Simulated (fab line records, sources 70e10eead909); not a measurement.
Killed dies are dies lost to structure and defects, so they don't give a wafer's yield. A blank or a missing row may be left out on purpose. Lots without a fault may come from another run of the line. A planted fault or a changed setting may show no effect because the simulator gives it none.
Chamber matching | flow nand_harc | NHARC_A_STAIRCASE_DEP_322 on pecvd-04: 3 sister chambers
The step deposits SiO2, target thk 3800 nm. 3 wafers are shown with their chamber, then 7 later ones without.

WAFERS WITH THEIR CHAMBER
wafer  | chamber | heater_power_w (W)
L699.1 | 0       | 783
L705.1 | 2       | 615
L705.2 | 1       | 857

WAFERS WITHOUT THEIR CHAMBER
wafer  | heater_power_w (W)
L705.5 | 688
L711.4 | 555
L711.5 | 678
L711.6 | 718
L719.1 | 876
L719.2 | 620
L719.5 | 681

WHICH CHAMBER EACH WENT THROUGH
wafer  | from the rows above          | in truth
L705.5 | can't be placed: 2 or 0 or 1 | 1
L711.4 | 2                            | 2
L711.5 | can't be placed: 2 or 0      | 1
L711.6 | can't be placed: 0 or 2 or 1 | 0
L719.1 | can't be placed: 1 or 0      | 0
L719.2 | 2                            | 2
L719.5 | can't be placed: 2 or 0 or 1 | 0
Placed correctly: 2 of 7. Can't be placed from these rows: 5 (the true chamber is among the candidates in 4). Placed wrongly: 0.
How it was worked out, from the rows above alone: a wafer's distance from a chamber is the root of the sum, over the readings, of the square of ((its reading less the chamber's mean) divided by the reading's scatter). The wafer belongs to the nearest chamber; if the next one is less than 2 further off, it can't be placed. A chamber's mean is the mean of its shown wafers. The scatter: with one shown wafer a chamber, the root of the mean of the squares of how far each hidden wafer lies from its nearest shown one.
